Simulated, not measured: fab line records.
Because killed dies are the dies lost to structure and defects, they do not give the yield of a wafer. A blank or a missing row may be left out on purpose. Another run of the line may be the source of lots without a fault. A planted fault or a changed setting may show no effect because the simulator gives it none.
Chamber matching -- flow nandHarc -- rieDiel-02 running NHARC_A_CONTACT_DESCUM_74: 4 sister chambers
The step chemistry O2, time 3 s. 4 wafers are shown with their chamber, then 12 later ones without.

## WAFERS, EACH WITH ITS CHAMBER
wafer,chamber,drypumpMotorCurrentA (A)
L090.2,0,4.8
L089.1,3,6.4
L089.4,2,5.2
L089.6,1,5.7

## WAFERS WITHOUT THEIR CHAMBER
wafer,drypumpMotorCurrentA (A)
L091.2,5.2
L091.5,4.9
L091.6,5.8
L093.3,6.5
L093.4,5.2
L093.5,5.2
L094.1,5.7
L094.5,5.7
L094.6,4.9
L097.1,4.9
L097.4,6.5
L097.5,6.4

## WHICH CHAMBER EACH ONE RAN IN
wafer,from the rows above,in truth
L091.2,2,2
L091.5,0,0
L091.6,1,1
L093.3,3,3
L093.4,2,2
L093.5,2,2
L094.1,1,1
L094.5,1,1
L094.6,0,0
L097.1,0,0
L097.4,3,3
L097.5,3,3
Correct placement for 12 of the 12. Number that these rows cannot place: 0. Placed wrongly: 0.
How it was worked out, from the rows above alone: a wafer's distance from a chamber is the root of the sum, over the readings, of the square of ((its reading less the chamber's mean) divided by the reading's scatter). The wafer belongs to the nearest chamber; if the next one is less than 2 further off, it can't be placed. A chamber's mean is the mean of its shown wafers. The scatter: with one shown wafer a chamber, the root of the mean of the squares of how far each hidden wafer lies from its nearest shown one.
